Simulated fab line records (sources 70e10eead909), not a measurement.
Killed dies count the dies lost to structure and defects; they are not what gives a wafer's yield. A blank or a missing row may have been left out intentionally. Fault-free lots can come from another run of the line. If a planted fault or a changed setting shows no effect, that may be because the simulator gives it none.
Matching of chambers    flow nand_harc    NHARC_P_CONTACT_DEP_30 on pecvd-02: 3 sister chambers
The step deposits SiNx, target thk 30 nm. 6 wafers are shown with their chamber, then 7 later ones without.

WAFERS PAIRED WITH THEIR CHAMBERS
wafer   chamber  heater_power_w (W)
L425.6  2        666
L428.3  0        662
L429.5  0        632
L429.6  1        742
L433.1  1        730
L433.2  2        703

WAFERS WHOSE CHAMBER IS MISSING
wafer   heater_power_w (W)
L433.6  730
L440.1  631
L440.3  675
L440.5  674
L443.1  611
L443.3  618
L443.5  625

EACH ONE'S CHAMBER
wafer   from the rows above      in truth
L433.6  can't be placed: 1 or 2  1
L440.1  can't be placed: 0 or 2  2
L440.3  can't be placed: 2 or 0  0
L440.5  can't be placed: 2 or 0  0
L443.1  can't be placed: 0 or 2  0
L443.3  can't be placed: 0 or 2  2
L443.5  can't be placed: 0 or 2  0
Placed correctly: 0 of 7. Not placeable from these rows: 7 (in 7, the candidates include the true chamber). Placed wrongly: 0.
How it was worked out, from the rows above alone: a wafer's distance from a chamber is the root of the sum, over the readings, of the square of ((its reading less the chamber's mean) divided by the reading's scatter). The wafer belongs to the nearest chamber; if the next one is less than 2 further off, it can't be placed. A chamber's mean is the mean of its shown wafers. The scatter is the square root of a quotient: the sum, over the shown wafers, of each reading's squared deviation from its chamber's mean, divided by wafers minus chambers.
